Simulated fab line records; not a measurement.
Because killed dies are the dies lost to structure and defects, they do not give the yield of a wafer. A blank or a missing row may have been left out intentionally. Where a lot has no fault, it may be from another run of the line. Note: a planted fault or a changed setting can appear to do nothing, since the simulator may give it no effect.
A struck lot beside a sound one	flow n5 finfet	39 out of 1938 route steps
Sound: these wafers, L680.2, L680.3, L680.4. Wafers struck: L673.3, L673.4, L673.5. At the end, the cause is stated.
For every step that has rows: the tool of each side, followed by ch and its chambers, followed by its first start. Under that, the readings that differ: sound wafers	struck wafers	difference of the means	sigmas: that difference in standard deviations of wafers without a fault.
alike: readings whose means differ by less than 2 such deviations, and words and numbers that are the same on both sides. not compared: withheld readings, readings that some wafer has no value for, bounds like >300 that may hide the same value, and numbers for which the record gives no deviation and whose values overlap.
Wherever a step has rows on one side only, a row that says differs or no value, or a row with sigmas, the two part there. When numbers do not overlap yet have no deviation, they are printed without sigmas and do not part them. Lack of a reading on every wafer of one side parts them only where that side has two or more wafers.

first, 10 steps without rows for these wafers: N5_MOL_CONTACT_COAG_CO_FILL_22 (material Co, precursor CCTBA/H2, target thk 20 nm); N5_MOL_CONTACT_COAG_ANNEAL_113 (time 300 s); N5_MOL_CONTACT_COAG_PRE_CLEAN_142 (time 60 s); N5_MOL_CONTACT_COAG_SPUTTER_130 (material Co, target thk 47.5 nm); N5_MOL_CONTACT_COAG_PRECLEAN_125 (cleans in DIW, time 57.5 s); N5_MOL_CONTACT_COAG_SRD_126 (dry time 32 s); N5_MOL_CONTACT_COAG_CMP_23 (polishes, stops on SiO2, t overpolish 1.5 s, target thk 0 nm); N5_MOL_CONTACT_COAG_WET_ETCH_26 (target Co, target depth 13 nm); N5_MOL_CONTACT_COAG_WET_ETCH_116 (etches the open film in SC1-inhibited, target depth 4.6 nm, rinse time 30 s); N5_MOL_CONTACT_COAG_ALD_27 (deposits SiOC, target thk 17 nm, pulse time 1.5 s, time 2720 s).
N5_MOL_CONTACT_COAG_CMP_28: polishes, stops on SiNx, t overpolish 0.85 s, target thk 14.522 nm.
  sound on cmp-03 ch 0,1,3, day 8 12:37; struck on cmp-03 ch 1,2, day 7 01:06
  no value came back on the struck wafers for edge zone pressure frac, head pressure psi (psi), motor current A (A), time to endpoint s (s); on the sound wafers edge zone pressure frac reads 0.996 0.995 1.001
reading	sound	struck	difference	sigmas
model.SiOC_of_MOL_CONTACT_COAG_ALD_27.thk nm (nm)	14.4 14.2 15.8	17 16.8 17	+2	
  not compared: model.SiNx_of_GATE_CUT_SAC_CAP_01.thk nm
then, 23 steps without rows for these wafers: N5_MOL_CONTACT_COAG_ALD_123 (deposits SiNx, target thk 5 nm, pulse time 1 s, purge time 2 s); N5_MOL_CONTACT_COAG_PECVD_31 (deposits SiO2 from TEOS/O2, target thk 46 nm, time 8.9 s); N5_MOL_CONTACT_COAG_COAT_75 (time 60 s, resist thk 60 nm); N5_MOL_CONTACT_COAG_COAT_76 (time 60 s, resist thk 10 nm); N5_MOL_CONTACT_COAG_COAT_77 (time 60 s, resist thk 10 nm); N5_MOL_CONTACT_COAG_COAT_78 (resist thk 40 nm); N5_MOL_CONTACT_COAG_EBR_80; N5_MOL_CONTACT_COAG_SOFTBAKE_79 (time 60 s); N5_MOL_CONTACT_COAG_EXPOSE_81 (exposes mask VG, defocus 0 nm); N5_MOL_CONTACT_COAG_PEB_82 (peb time 60 s); N5_MOL_CONTACT_COAG_DEVELOP_83 (develop time 30 s); N5_MOL_CONTACT_COAG_DESCUM_88 (chemistry O2, time 7 s); N5_MOL_CONTACT_COAG_ETCH_89 (etches underlayer in N2/H2, target depth 13 nm, time 10.4 s); N5_MOL_CONTACT_COAG_ETCH_90 (etches SiARC in CF4, target depth 13 nm, time 21.7 s); N5_MOL_CONTACT_COAG_ALD_131 (deposits SiO2, target thk 5 nm, pulse time 1 s, co reactant pulse time 1 s); N5_MOL_CONTACT_COAG_ETCHBACK_132 (etches SiO2 in CHF3, target depth 10 nm, time 6.7 s); N5_MOL_CONTACT_COAG_ETCH_91 (etches SOC in N2/H2, target depth 60 nm, overetch 21 nm, time 101.2 s); N5_MOL_CONTACT_COAG_STRIP_92 (strips in N2/H2); N5_MOL_CONTACT_COAG_STRIP_93 (strips in N2/H2); N5_MOL_CONTACT_COAG_ETCHBACK_135 (etches SiO2 in CHF3, target depth 25 nm, time 16.7 s); N5_MOL_CONTACT_COAG_STRIP_118 (strips in CHF3); N5_MOL_CONTACT_COAG_VIA_ETCH_46 (etches SiO2 in C4F6/O2, target depth 46 nm, overetch 9.2 nm, time 40 s); N5_MOL_CONTACT_COAG_STRIP_96 (strips in N2/H2).
N5_MOL_CONTACT_COAG_ETCH_47: etches SiNx in CH3F/O2, stops on W, target depth 27 nm.
  sound on rie diel-05 ch 0,1,2, day 8 15:05; struck on rie diel-01 ch 0,1,3, day 7 03:10
reading	sound	struck	difference	sigmas
etch rf on time s (s)	31.9 31.4 30.1	33.0 32.7 32.1	+1.5	+2
  alike: drypump motor current A, mfc ar sccm, oes product au, rf vpp V, showerhead plenum p Torr, throttle valve pct
  not compared: rf hours counter h, model.etch.depth nm, model.MOL_CONTACT_COAG.feature depth nm
then, 1 step without rows for these wafers: N5_MOL_CONTACT_COAG_STRIP_119 (strips in N2/H2, time 30 s).
N5_MOL_CONTACT_COAG_ETCH_48: etches SiOC in C4F6/O2, target depth 15 nm, overetch 4.5 nm, time 17 s.
  sound on rie diel-04 ch 0,1,3, day 8 16:37; struck on rie diel-04 ch 0,1,2, day 7 05:04
reading	sound	struck	difference	sigmas
oes product au (a.u.)	0.74 0.58 0.60	1.17 1.01 1.34	+0.53	+7
model.etch.depth nm (nm)	14.47 14.19 15.83	16.9 16.9 16.92	+2.1	
  alike: drypump motor current A, mfc ar sccm, rf vpp V, showerhead plenum p Torr, throttle valve pct
  not compared: rf hours counter h
N5_BEOL_M4_RC_MEAS_101:
  the record has rows for the sound wafers here (prober-01 ch 0, day 15 13:53) and none for the struck ones
-- here the record skips 11 days between the struck wafers' starts before and after, leaving off in module BEOL_M4 and picking up in module PASSIVATION (first step shown: number 1936 of the route) --
N5_PASSIVATION_PROBE_49:
  sound on prober-02 at day 20 06:11; struck on prober-02 at day 17 23:56
reading	sound	struck	difference	sigmas
defect limited yield (%)	91.3 90.0 90.0	0 0 0	-90	-65
killed_at_M4_up	31 21 20	15 13 9	-12	-2
killed at contacts	3 9 8	1092 1085 1105	+1087	+99 or more
killed at front end	46 50 40	16 29 23	-23	-2
killed dies	103 118 118	1180 1180 1180	+1067	+63
killed on rim	13 18 20	152 152 152	+135	+31
sort_bin_5_function (%)	4.6 6.5 6.4	96.1 96.4 96.9	+90.6	+93
sort n pass	1077 1062 1062	0 0 0	-1067	-63
sort yield pct (%)	91.3 90.0 90.0	0 0 0	-90	-65
  alike: killed_at_M0_to_M3, killed at other, killed open, killed short, sort_bin_6_memory

## WHERE THEY PART
At N5_MOL_CONTACT_COAG_CMP_28 first; at N5_PASSIVATION_PROBE_49 last (within this record only).

WHY: the cause the simulator had injected
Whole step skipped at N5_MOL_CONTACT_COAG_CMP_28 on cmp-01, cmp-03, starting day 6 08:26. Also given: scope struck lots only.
